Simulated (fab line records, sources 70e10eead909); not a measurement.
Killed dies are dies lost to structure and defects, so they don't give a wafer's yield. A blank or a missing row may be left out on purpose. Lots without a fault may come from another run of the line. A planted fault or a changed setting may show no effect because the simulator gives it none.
Chamber matching | flow nand_harc | NHARC_P_GATE_STRIP_101 on rie_diel-02: 4 sister chambers
The step strips in O2, time 20 s. 16 wafers are shown with their chamber, then 8 later ones without.

WAFERS WITH THEIR CHAMBER
wafer  | chamber | showerhead_plenum_p_Torr (Torr) | throttle_valve_pct (%) | rf_vpp_V (V)
L195.2 | 0       | 3.46                            | 17.046                 | 57.6
L195.3 | 2       | 3.47                            | 17.040                 | 57.0
L195.4 | 3       | 3.30                            | 17.038                 | 57.3
L196.1 | 3       | 3.30                            | 17.026                 | 56.6
L196.3 | 2       | 3.47                            | 17.028                 | 57.3
L196.4 | 1       | 3.30                            | 17.038                 | 57.6
L197.3 | 2       | 3.47                            | 17.035                 | 58.5
L197.5 | 1       | 3.30                            | 17.045                 | 58.0
L197.6 | 2       | 3.47                            | 17.024                 | 58.7
L206.1 | 1       | 3.29                            | 17.039                 | 57.5
L206.2 | 2       | 3.46                            | 17.048                 | 56.8
L206.5 | 0       | 3.45                            | 17.045                 | 57.4
L209.1 | 2       | 3.45                            | 17.035                 | 57.5
L209.3 | 1       | 3.29                            | 17.050                 | 57.7
L209.4 | 0       | 3.45                            | 17.044                 | 57.8
L210.3 | 0       | 3.45                            | 17.051                 | 57.7

SIGNATURES (means of the wafers above)
reading                  | chamber 0 | chamber 1 | chamber 2 | chamber 3 | scatter within a chamber
showerhead_plenum_p_Torr | 3.4525    | 3.2950    | 3.4650    | 3.3000    | 0.00661
throttle_valve_pct       | 17.04650  | 17.04300  | 17.03500  | 17.03200  | 0.00683
rf_vpp_V                 | 57.625    | 57.700    | 57.633    | 56.950    | 0.547
Rule: a wafer's distance from a chamber is the root of the sum, over the readings, of the square of ((its reading less the chamber's mean) divided by the reading's scatter). The wafer belongs to the nearest chamber; if the next one is less than 2 further off, it can't be placed. The scatter: the root of (the sum of the squares of (reading less its chamber's mean) over the shown wafers, divided by (wafers less chambers)).

WAFERS WITHOUT THEIR CHAMBER
wafer  | showerhead_plenum_p_Torr (Torr) | throttle_valve_pct (%) | rf_vpp_V (V)
L210.5 | 3.45                            | 17.040                 | 57.3
L210.6 | 3.29                            | 17.047                 | 56.9
L211.1 | 3.44                            | 17.050                 | 57.4
L211.2 | 3.45                            | 17.029                 | 57.7
L211.6 | 3.29                            | 17.043                 | 57.4
L213.1 | 3.45                            | 17.038                 | 57.8
L213.2 | 3.44                            | 17.030                 | 59.4
L213.4 | 3.29                            | 17.041                 | 55.8

WHICH CHAMBER EACH WENT THROUGH
wafer  | from the rows above     | in truth
L210.5 | can't be placed: 0 or 2 | 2
L210.6 | can't be placed: 1 or 3 | 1
L211.1 | 0                       | 0
L211.2 | can't be placed: 2 or 0 | 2
L211.6 | can't be placed: 1 or 3 | 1
L213.1 | can't be placed: 0 or 2 | 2
L213.2 | can't be placed: 0 or 2 | 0
L213.4 | can't be placed: 3 or 1 | 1
Placed correctly: 1 of 8. Can't be placed from these rows: 7 (the true chamber is among the candidates in 7). Placed wrongly: 0.
